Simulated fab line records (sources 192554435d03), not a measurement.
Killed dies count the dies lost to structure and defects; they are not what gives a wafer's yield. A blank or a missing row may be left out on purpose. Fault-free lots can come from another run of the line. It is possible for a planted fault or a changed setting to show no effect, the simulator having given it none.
Chamber matching | flow n5_finfet | N5_GATE_CUT_ALD_22 on ald_sin-02 has 4 sister chambers
The step deposits SiNx, target thk 16 nm, pulse time 1 s, ald cycles 320. 14 wafers are shown with their chamber, then 7 later ones without.

## WAFERS WITH THEIR CHAMBER
wafer  | chamber | heater_power_w (W) | precursor_pulse_height_rel
L751.1 | 0       | 753                | 0.999
L751.2 | 3       | 970                | 0.996
L751.3 | 2       | 800                | 0.989
L754.1 | 3       | 931                | 0.973
L754.4 | 2       | 819                | 1.026
L754.6 | 2       | 815                | 1.030
L758.1 | 1       | 757                | 0.998
L758.2 | 2       | 832                | 0.993
L758.6 | 0       | 747                | 1.012
L759.1 | 3       | 929                | 0.997
L759.3 | 0       | 787                | 1.040
L759.4 | 2       | 826                | 1.017
L760.1 | 3       | 970                | 0.988
L760.2 | 1       | 746                | 0.989

SIGNATURES (means of the wafers above)
reading                    | chamber 0 | chamber 1 | chamber 2 | chamber 3 | scatter within a chamber
heater_power_w             | 762.33    | 751.50    | 818.40    | 950.00    | 17.9
precursor_pulse_height_rel | 1.01700   | 0.99350   | 1.01100   | 0.98850   | 0.0165
Rule: a wafer's distance from a chamber is the root of the sum, over the readings, of the square of ((its reading less the chamber's mean) divided by the reading's scatter). The wafer belongs to the nearest chamber; if the next one is less than 2 further off, it can't be placed. The scatter: take each reading less its chamber's mean, square it, sum over the shown wafers, divide by the number of wafers less the number of chambers, and take the root.

## WAFERS WITHOUT THEIR CHAMBER
wafer  | heater_power_w (W) | precursor_pulse_height_rel
L760.4 | 766                | 1.008
L763.1 | 750                | 1.006
L763.2 | 743                | 0.997
L763.3 | 949                | 1.005
L773.1 | 949                | 0.976
L773.2 | 775                | 1.025
L773.6 | 766                | 0.996

## THE CHAMBER EACH PASSED THROUGH
wafer  | from the rows above          | in truth
L760.4 | can't be placed: 0 or 1      | 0
L763.1 | can't be placed: 1 or 0      | 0
L763.2 | can't be placed: 1 or 0      | 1
L763.3 | 3                            | 3
L773.1 | 3                            | 3
L773.2 | can't be placed: 0 or 1 or 2 | 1
L773.6 | can't be placed: 1 or 0      | 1
Placed correctly: 2 of 7. Unplaceable from these rows: 5, with the true chamber sitting among the candidates in 5. 0 placed wrongly.
